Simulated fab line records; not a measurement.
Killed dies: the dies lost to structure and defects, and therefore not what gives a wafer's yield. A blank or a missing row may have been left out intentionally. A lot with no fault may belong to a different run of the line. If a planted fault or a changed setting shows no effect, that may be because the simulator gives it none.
Comparing a struck lot with a sound one / flow n5Finfet / 41 out of 1938 route steps
Sound: these wafers, L525.2, L525.4, L525.6. The struck wafers were L522.2, L522.3, L522.6. Last of all comes the cause.
Each step with rows lists, per side, the tool, then ch with its chambers, then its first start. Under that, the readings that differ: sound wafers / struck wafers / difference of the means / sigmas: that difference in standard deviations of wafers without a fault.
alike: readings with means less than 2 such deviations apart, plus words and numbers identical on both sides. not compared: withheld readings, readings lacking a value on some wafer, bounds such as >300 that could conceal the same value, and numbers that have no deviation in the record and whose values overlap.
A row with sigmas, a row that says differs or no value, or rows on one side alone: a step with any of these is where the two part. Non-overlapping numbers with no deviation appear without sigmas and do not part them. A reading missing from all wafers of one side parts the sides only when that side holds two or more wafers.

first, 9 steps without rows for these wafers: N5_BEOL_M4_ANNEAL_95 (time 240 s); N5_BEOL_M4_SPUTTER_96 (material Cu, target thk 4.5 nm, time 8.29 s); N5_BEOL_M4_ECD_50 (material Cu, target thk 300 nm); N5_BEOL_M4_ANNEAL_51 (time 90 s); N5_BEOL_M4_CMP_52 (polishes, stops on SiOC, t overpolish 6.8 s, target thk 40 nm); N5_BEOL_M4_PRE_CLEAN_60 (time 15 s); N5_BEOL_M4_CO_CAP_55 (material Co, precursor CCTBA/H2, target thk 2 nm, time 102.1 s); N5_BEOL_M4_PRE_CLEAN_56 (time 15 s); N5_BEOL_M4_DEP_57 (deposits SiCN from 3MS/NH3, target thk 8 nm, time 14 s).
N5_BEOL_M4_RC_MEAS_101:
  sound on prober-01 ch 0, day 14 02:54; struck on prober-02 ch 0, day 12 20:27
reading=SS_N (mV/dec); sound=72.7 71.1 72.1; struck=71.5 70.4 70.6; difference=-1.1; sigmas=-2
  alike: DIBL_N, DIBL_P, IOFF_N, IOFF_P, ION_N, ION_P, SS_P, VT_N, VT_P
then, 24 steps without rows for these wafers: N5_BEOL_M5_ILD_DEP_00 (deposits SiCOH lowk from DEMS/porogen, target thk 140.64 nm, time 25.9 s); N5_BEOL_M5_CURE_79 (cures SiCOH lowk, time 240 s); N5_BEOL_M5_PECVD_70 (deposits SiO2 from TEOS/O2, target thk 16 nm, time 18 s); N5_BEOL_M5_HM_DEP_02 (deposits TiN, target thk 20 nm); N5_BEOL_M5_COAT_59 (time 60 s, resist thk 60 nm); N5_BEOL_M5_COAT_60 (time 60 s, resist thk 12 nm); N5_BEOL_M5_COAT_71 (time 60 s, resist thk 5 nm); N5_BEOL_M5_COAT_05 (resist thk 30 nm); N5_BEOL_M5_EBR_07; N5_BEOL_M5_SOFTBAKE_06 (time 60 s); N5_BEOL_M5_EXPOSE_08 (exposes mask M5, target cd 28 nm); N5_BEOL_M5_PEB_09 (peb time 60 s); N5_BEOL_M5_DEVELOP_10 (develop time 30 s); N5_BEOL_M5_DESCUM_16 (chemistry O2, time 7 s); N5_BEOL_M5_ETCH_72 (etches underlayer in N2/H2, target depth 6.5 nm, time 5.2 s); N5_BEOL_M5_ETCH_61 (etches SiARC in CF4, target depth 15.6 nm, time 26 s); N5_BEOL_M5_ETCH_62 (etches SOC in N2/H2, target depth 75 nm, overetch 15 nm, time 112.5 s); N5_BEOL_M5_STRIP_63 (strips in N2/H2); N5_BEOL_M5_STRIP_73 (strips in N2/H2); N5_BEOL_M5_STRIP_64 (strips in CF4); N5_BEOL_M5_HM_OPEN_17 (chemistry Cl2/BCl3, target TiN, target depth 20 nm, overetch 6 nm); N5_BEOL_M5_STRIP_19 (strips in O2); N5_BEOL_M5_COAT_65 (time 60 s, resist thk 60 nm); N5_BEOL_M5_COAT_66 (time 60 s, resist thk 12 nm).
-- here the record skips 3 days between the struck wafers' starts before and after, leaving off in module BEOL_M5 and picking up in module BEOL_M11 (first step shown: number 1556 of the route) --
N5_BEOL_M11_STRIP_67: strips in CF4.
  sound on rieDiel-05 ch 3, day 16 13:56; struck on rieDiel-04 ch 0,2, day 15 08:58
  no value came back on the struck wafers for any of 7 readings (biasPowerW (W), cf4FlowSccm (sccm) and others); on the sound wafers biasPowerW (W) reads 74.60 74.81 74.96
reading=model.SiARC_of_BEOL_M11_COAT_60.thkNm (nm); sound=0 0 0; struck=23.4 23.6 23.6; difference=+23.5; sigmas=
  not compared: rfHoursCounterH
N5_BEOL_M11_STRIP_19: strips in O2.
  sound on rieDiel-06 ch 2,3, day 16 14:06; struck on rieDiel-06 ch 0,1, day 15 09:07
reading=model.SOC_of_BEOL_M11_COAT_59.thkNm (nm); sound=0 0 0; struck=92.4 92.2 92.4; difference=+92.3; sigmas=
  alike: chamberPressureMTorr, drypumpMotorCurrentA, oesProductAu, rfVppV, showerheadPlenumPTorr, throttleValvePct
  not compared: rfHoursCounterH
N5_BEOL_M11_ETCH_66: etches SOC in N2/H2, target depth 120 nm, overetch 24 nm, time 180 s.
  sound on rieDiel-06 ch 1,2,3, day 16 16:13; struck on rieDiel-06 ch 0,3, day 15 10:05
reading=oesProductAu (a.u.); sound=0.57 0.77 0.56; struck=0.90 0.71 0.89; difference=+0.20; sigmas=+3
reading=model.etch.depthNm (nm); sound=100.7 100.5 100.8; struck=147.3 142.4 146.5; difference=+44.7; sigmas=
  alike: biasW, drypumpMotorCurrentA, rfFwdPowerW, rfVppV, showerheadPlenumPTorr, throttleValvePct
  not compared: rfHoursCounterH
N5_BEOL_M11_VIA_ETCH_34: etches SiCOH lowk in C4F6/O2, target depth 184.5 nm, time 69.2 s.
  sound on rieDiel-06 ch 1,2,3, day 16 16:20; struck on rieDiel-06 ch 0,3, day 15 10:13
reading=oesProductAu (a.u.); sound=0.71 0.96 0.68; struck=0.34 0.26 0.33; difference=-0.47; sigmas=-5
  alike: biasW, drypumpMotorCurrentA, rfFwdPowerW, rfVppV, showerheadPlenumPTorr, throttleValvePct
  not compared: rfHoursCounterH
N5_BEOL_M11_ETCH_41: etches SiCN in CH3F/O2, target depth 42.6 nm, time 86 s.
  sound: rieDiel-06 ch 1,2,3; struck: rieDiel-06 ch 0,3
reading=biasW (W); sound=75.43 75.39 75.42; struck=74.78 74.86 74.93; difference=-0.56; sigmas=-3
reading=model.SiARC_of_BEOL_M11_COAT_60.thkNm (nm); sound=0 0 0; struck=11 11.4 11.4; difference=+11; sigmas=
  alike: drypumpMotorCurrentA, oesProductAu, rfFwdPowerW, rfVppV, showerheadPlenumPTorr, throttleValvePct
  not compared: rfHoursCounterH
N5_BEOL_M11_OCD_MEAS_38:
  struck on ocd-02, day 15 10:29; sound on ocd-01, day 16 16:38
reading=trenchDepthNm (nm); sound=146.1 152.1 146.4; struck=- - -; difference=no value on the struck wafers; sigmas=
N5_PASSIVATION_PROBE_49:
  rows exist in the record for the struck wafers here (prober-01, day 17 03:55), but not for the sound ones

## WHERE THEY PART
First at N5_BEOL_M4_RC_MEAS_101; last, within this record, at N5_PASSIVATION_PROBE_49.

WHY: the cause the simulator had injected
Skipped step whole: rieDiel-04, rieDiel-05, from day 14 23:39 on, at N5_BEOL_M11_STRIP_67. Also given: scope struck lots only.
